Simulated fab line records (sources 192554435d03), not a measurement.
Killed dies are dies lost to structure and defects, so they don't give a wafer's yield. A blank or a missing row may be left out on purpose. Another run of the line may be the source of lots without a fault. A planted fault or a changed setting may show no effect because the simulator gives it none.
Split-lot study / flow n5Finfet / 7 lots, 21 wafers read, on a route of 1938 steps

SPLIT DETAILS
At N5_BEOL_M6_TRENCH_ETCH_37 (etches SiCOH lowk in C4F6/O2, target depth 94.435 nm, time 31.5 s), the setting timeS was moved away from the recipe's 31.5 s on 9 of the 21 wafers read, by -10.6% to +9.9%. The other wafers ran this setting at the recipe's value.

FROM THE SPLIT TO THE READING: what the file shows between them, 11 steps
- N5_BEOL_M6_ETCH_41: etches SiCN in CH3F/O2, target depth 29.7 nm, time 52 s
- N5_BEOL_M6_STRIP_80: strips in N2/H2, time 10 s
- N5_BEOL_M6_OCD_MEAS_38
- N5_BEOL_M6_HM_STRIP_39: strips TiN in peroxide tin strip, target depth 25 nm, time 158 s
- N5_BEOL_M6_SRD_40: time 30 s
- N5_BEOL_M6_ECD_50: material Cu, target thk 300 nm
- N5_BEOL_M6_ANNEAL_51: time 90 s
- N5_BEOL_M6_CMP_52: polishes, stops on SiCOH lowk, t overpolish 6.9 s, target thk 80 nm
- N5_BEOL_M6_THK_MEAS_53: measures by xrf
- N5_BEOL_M6_PRE_CLEAN_55: time 15 s
- N5_BEOL_M6_DEP_56: deposits SiCN from 3MS/NH3, target thk 10 nm, time 17.5 s

THE READING
M6_RS, in ohm/sq, at N5_BEOL_M6_RS_MEAS_57 (measures by four-point-probe). A value of 0.286 ohm/sq with a standard deviation of 0.0089 ohm/sq is what fault-free wafers of this fab line usually give.

wafer=L078.4; tool, chamber at the split=rieDiel-02, 3; timeS as run, s=28.16; against the recipe=-10.6%; M6_RS, ohm/sq=0.328; against lot-mates on the recipe=+0.043
wafer=L078.5; tool, chamber at the split=rieDiel-02, 3; timeS as run, s=31.5; against the recipe=recipe; M6_RS, ohm/sq=0.285; against lot-mates on the recipe=-
wafer=L078.6; tool, chamber at the split=rieDiel-02, 0; timeS as run, s=28.16; against the recipe=-10.6%; M6_RS, ohm/sq=0.343; against lot-mates on the recipe=+0.058
wafer=L081.1; tool, chamber at the split=rieDiel-05, 1; timeS as run, s=31.5; against the recipe=recipe; M6_RS, ohm/sq=0.293; against lot-mates on the recipe=-
wafer=L081.3; tool, chamber at the split=rieDiel-05, 2; timeS as run, s=34.61; against the recipe=+9.9%; M6_RS, ohm/sq=0.258; against lot-mates on the recipe=-0.039
wafer=L081.5; tool, chamber at the split=rieDiel-05, 2; timeS as run, s=31.5; against the recipe=recipe; M6_RS, ohm/sq=0.301; against lot-mates on the recipe=-
wafer=L080.1; tool, chamber at the split=rieDiel-01, 3; timeS as run, s=33.67; against the recipe=+6.9%; M6_RS, ohm/sq=0.246; against lot-mates on the recipe=-0.047
wafer=L080.2; tool, chamber at the split=rieDiel-01, 1; timeS as run, s=33.67; against the recipe=+6.9%; M6_RS, ohm/sq=0.249; against lot-mates on the recipe=-0.044
wafer=L080.6; tool, chamber at the split=rieDiel-01, 0; timeS as run, s=31.5; against the recipe=recipe; M6_RS, ohm/sq=0.293; against lot-mates on the recipe=-
wafer=L084.2; tool, chamber at the split=rieDiel-02, 0; timeS as run, s=31.5; against the recipe=recipe; M6_RS, ohm/sq=0.285; against lot-mates on the recipe=-
wafer=L084.5; tool, chamber at the split=rieDiel-02, 3; timeS as run, s=31.5; against the recipe=recipe; M6_RS, ohm/sq=0.277; against lot-mates on the recipe=-
wafer=L084.6; tool, chamber at the split=rieDiel-02, 0; timeS as run, s=31.5; against the recipe=recipe; M6_RS, ohm/sq=0.292; against lot-mates on the recipe=-
wafer=L083.1; tool, chamber at the split=rieDiel-05, 0; timeS as run, s=34.48; against the recipe=+9.5%; M6_RS, ohm/sq=0.238; against lot-mates on the recipe=-0.051
wafer=L083.2; tool, chamber at the split=rieDiel-05, 1; timeS as run, s=34.48; against the recipe=+9.5%; M6_RS, ohm/sq=0.254; against lot-mates on the recipe=-0.035
wafer=L083.4; tool, chamber at the split=rieDiel-05, 1; timeS as run, s=31.5; against the recipe=recipe; M6_RS, ohm/sq=0.289; against lot-mates on the recipe=-
wafer=L088.1; tool, chamber at the split=rieDiel-02, 0; timeS as run, s=31.5; against the recipe=recipe; M6_RS, ohm/sq=0.285; against lot-mates on the recipe=-
wafer=L088.3; tool, chamber at the split=rieDiel-02, 3; timeS as run, s=31.5; against the recipe=recipe; M6_RS, ohm/sq=0.282; against lot-mates on the recipe=-
wafer=L088.4; tool, chamber at the split=rieDiel-02, 2; timeS as run, s=31.5; against the recipe=recipe; M6_RS, ohm/sq=0.283; against lot-mates on the recipe=-
wafer=L091.1; tool, chamber at the split=rieDiel-02, 3; timeS as run, s=34.37; against the recipe=+9.1%; M6_RS, ohm/sq=0.250; against lot-mates on the recipe=-0.041
wafer=L091.4; tool, chamber at the split=rieDiel-02, 0; timeS as run, s=31.5; against the recipe=recipe; M6_RS, ohm/sq=0.291; against lot-mates on the recipe=-
wafer=L091.6; tool, chamber at the split=rieDiel-02, 3; timeS as run, s=34.37; against the recipe=+9.1%; M6_RS, ohm/sq=0.249; against lot-mates on the recipe=-0.042

FIT RESULTS
A straight line over all 21 wafers: M6_RS changes by -0.0044 ohm/sq for each +1% of timeS; r = -0.96; the points scatter about the line by 0.0076 ohm/sq.
The same after taking each lot's own level away (the mean of its wafers on the recipe; 21 wafers): -0.00477 ohm/sq for each +1%; r = -0.98; scatter 0.0065 ohm/sq.
That fit puts the effect of the largest move of timeS on the reading at 0.051 ohm/sq.
Across the lots, their own levels run from 0.2833 to 0.2970 ohm/sq, a range of 1.5 times the standard deviation given above.
Hence the lot-to-lot level has little effect on the slope; both slopes agree.
Check: for one of the wafers moved furthest among these (-10.6%), held out of the fit, the line's prediction against its lot-mates is +0.0528 ohm/sq. It came out at +0.043 ohm/sq against them.

THE WHOLE CHAIN: every reading that the file lists as answering this split, in the file's order
step=N5_BEOL_M6_TRENCH_ETCH_37; what it does=etches SiCOH lowk in C4F6/O2, target depth 94.435 nm, time 31.5 s; reading=BEOL_M6.featureDepthNm (the simulator's own value, which no gauge read); change (the file's fit)=+1.09 nm for each +1% of the setting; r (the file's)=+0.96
step=N5_BEOL_M6_TRENCH_ETCH_37; what it does=etches SiCOH lowk in C4F6/O2, target depth 94.435 nm, time 31.5 s; reading=etch.depthNm (the simulator's own value, which no gauge read); change (the file's fit)=+1.09 nm for each +1% of the setting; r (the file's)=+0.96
step=N5_BEOL_M6_TRENCH_ETCH_37; what it does=etches SiCOH lowk in C4F6/O2, target depth 94.435 nm, time 31.5 s; reading=TiN_of_BEOL_M6_HM_DEP_02.thkNm (the simulator's own value, which no gauge read); change (the file's fit)=-0.0347 nm for each +1% of the setting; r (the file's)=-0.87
step=N5_BEOL_M6_OCD_MEAS_38; what it does=; reading=trenchDepthNm; change (the file's fit)=+1.08 nm for each +1% of the setting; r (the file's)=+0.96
step=N5_BEOL_M6_CMP_52; what it does=polishes, stops on SiCOH lowk, t overpolish 6.9 s, target thk 80 nm; reading=Cu_of_BEOL_M6_ECD_50.thkNm (the simulator's own value, which no gauge read); change (the file's fit)=+1.18 nm for each +1% of the setting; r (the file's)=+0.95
step=N5_BEOL_M6_THK_MEAS_53; what it does=measures by xrf; reading=M6_THK; change (the file's fit)=+1.2 for each +1% of the setting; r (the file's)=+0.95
step=N5_BEOL_M6_RS_MEAS_57; what it does=measures by four-point-probe; reading=M6_RS; change (the file's fit)=-0.00471 for each +1% of the setting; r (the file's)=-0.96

THE FILE'S OWN FIT
M6_RS changes by -0.00471 ohm/sq for each +1% of timeS, r = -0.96.
